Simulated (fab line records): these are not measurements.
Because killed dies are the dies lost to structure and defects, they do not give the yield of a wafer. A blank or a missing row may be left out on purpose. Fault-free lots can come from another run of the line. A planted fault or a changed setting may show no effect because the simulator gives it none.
Matching of chambers :: flow n5-finfet :: N5_HKMG_FIN_STRIP_57 on rie-diel-02: 4 sister chambers
The step strips in CF4. 18 wafers are shown with their chamber, then 9 later ones without.

== EACH WAFER AND ITS CHAMBER ==
wafer: L076.3
chamber: 1
drypump-motor-current-A (A): 5.5
throttle-valve-pct (%): 14.0
showerhead-plenum-p-Torr (Torr): 1.87

wafer: L076.4
chamber: 2
drypump-motor-current-A (A): 6.2
throttle-valve-pct (%): 13.0
showerhead-plenum-p-Torr (Torr): 1.82

wafer: L076.6
chamber: 1
drypump-motor-current-A (A): 5.5
throttle-valve-pct (%): 14.0
showerhead-plenum-p-Torr (Torr): 1.87

wafer: L077.1
chamber: 1
drypump-motor-current-A (A): 5.5
throttle-valve-pct (%): 14.0
showerhead-plenum-p-Torr (Torr): 1.87

wafer: L077.2
chamber: 0
drypump-motor-current-A (A): 6.0
throttle-valve-pct (%): 13.2
showerhead-plenum-p-Torr (Torr): 1.81

wafer: L077.3
chamber: 3
drypump-motor-current-A (A): 5.5
throttle-valve-pct (%): 13.6
showerhead-plenum-p-Torr (Torr): 1.84

wafer: L080.4
chamber: 0
drypump-motor-current-A (A): 6.0
throttle-valve-pct (%): 13.2
showerhead-plenum-p-Torr (Torr): 1.81

wafer: L080.5
chamber: 2
drypump-motor-current-A (A): 6.2
throttle-valve-pct (%): 13.1
showerhead-plenum-p-Torr (Torr): 1.81

wafer: L080.6
chamber: 1
drypump-motor-current-A (A): 5.5
throttle-valve-pct (%): 14.0
showerhead-plenum-p-Torr (Torr): 1.87

wafer: L082.3
chamber: 2
drypump-motor-current-A (A): 6.2
throttle-valve-pct (%): 13.1
showerhead-plenum-p-Torr (Torr): 1.81

wafer: L082.4
chamber: 1
drypump-motor-current-A (A): 5.5
throttle-valve-pct (%): 14.0
showerhead-plenum-p-Torr (Torr): 1.86

wafer: L082.6
chamber: 0
drypump-motor-current-A (A): 6.0
throttle-valve-pct (%): 13.2
showerhead-plenum-p-Torr (Torr): 1.81

wafer: L084.2
chamber: 1
drypump-motor-current-A (A): 5.5
throttle-valve-pct (%): 14.0
showerhead-plenum-p-Torr (Torr): 1.86

wafer: L084.3
chamber: 2
drypump-motor-current-A (A): 6.1
throttle-valve-pct (%): 13.1
showerhead-plenum-p-Torr (Torr): 1.81

wafer: L084.6
chamber: 2
drypump-motor-current-A (A): 6.2
throttle-valve-pct (%): 13.1
showerhead-plenum-p-Torr (Torr): 1.81

wafer: L088.1
chamber: 1
drypump-motor-current-A (A): 5.5
throttle-valve-pct (%): 14.0
showerhead-plenum-p-Torr (Torr): 1.86

wafer: L088.5
chamber: 1
drypump-motor-current-A (A): 5.5
throttle-valve-pct (%): 14.0
showerhead-plenum-p-Torr (Torr): 1.86

wafer: L088.6
chamber: 0
drypump-motor-current-A (A): 6.0
throttle-valve-pct (%): 13.3
showerhead-plenum-p-Torr (Torr): 1.81

SIGNATURES, as means of the wafers listed above
reading: drypump-motor-current-A
chamber 0: 6.000
chamber 1: 5.500
chamber 2: 6.180
chamber 3: 5.500
scatter within a chamber: 0.0239

reading: throttle-valve-pct
chamber 0: 13.225
chamber 1: 14.000
chamber 2: 13.080
chamber 3: 13.600
scatter within a chamber: 0.0333

reading: showerhead-plenum-p-Torr
chamber 0: 1.8100
chamber 1: 1.8650
chamber 2: 1.8120
chamber 3: 1.8400
scatter within a chamber: 0.00447
Rule: for a wafer and a chamber, the distance is found by dividing, reading by reading, the gap between the wafer's reading and the chamber's mean by the reading's scatter, squaring, summing and taking the root. If the next closest chamber is less than 2 further off than the closest, the wafer can't be placed; otherwise it belongs to the closest. The scatter: take each reading less its chamber's mean, square it, sum over the shown wafers, divide by the number of wafers less the number of chambers, and take the root.

== WAFERS WITHOUT THEIR CHAMBER ==
wafer: L089.1
drypump-motor-current-A (A): 6.0
throttle-valve-pct (%): 13.2
showerhead-plenum-p-Torr (Torr): 1.81

wafer: L089.2
drypump-motor-current-A (A): 5.5
throttle-valve-pct (%): 14.1
showerhead-plenum-p-Torr (Torr): 1.86

wafer: L089.6
drypump-motor-current-A (A): 6.0
throttle-valve-pct (%): 13.2
showerhead-plenum-p-Torr (Torr): 1.81

wafer: L093.2
drypump-motor-current-A (A): 6.0
throttle-valve-pct (%): 13.3
showerhead-plenum-p-Torr (Torr): 1.80

wafer: L093.5
drypump-motor-current-A (A): 5.5
throttle-valve-pct (%): 14.1
showerhead-plenum-p-Torr (Torr): 1.86

wafer: L093.6
drypump-motor-current-A (A): 6.0
throttle-valve-pct (%): 13.3
showerhead-plenum-p-Torr (Torr): 1.80

wafer: L097.2
drypump-motor-current-A (A): 6.2
throttle-valve-pct (%): 13.1
showerhead-plenum-p-Torr (Torr): 1.80

wafer: L097.4
drypump-motor-current-A (A): 5.5
throttle-valve-pct (%): 13.1
showerhead-plenum-p-Torr (Torr): 1.83

wafer: L097.5
drypump-motor-current-A (A): 5.5
throttle-valve-pct (%): 13.1
showerhead-plenum-p-Torr (Torr): 1.83

== WHICH CHAMBER EACH WENT THROUGH ==
wafer: L089.1
from the rows above: 0
in truth: 0

wafer: L089.2
from the rows above: 1
in truth: 1

wafer: L089.6
from the rows above: 0
in truth: 0

wafer: L093.2
from the rows above: 0
in truth: 0

wafer: L093.5
from the rows above: 1
in truth: 1

wafer: L093.6
from the rows above: 0
in truth: 0

wafer: L097.2
from the rows above: 2
in truth: 2

wafer: L097.4
from the rows above: 3
in truth: 3

wafer: L097.5
from the rows above: 3
in truth: 3
Correctly placed: 9 of 9. Not placeable from these rows: 0. Number placed wrongly: 0.
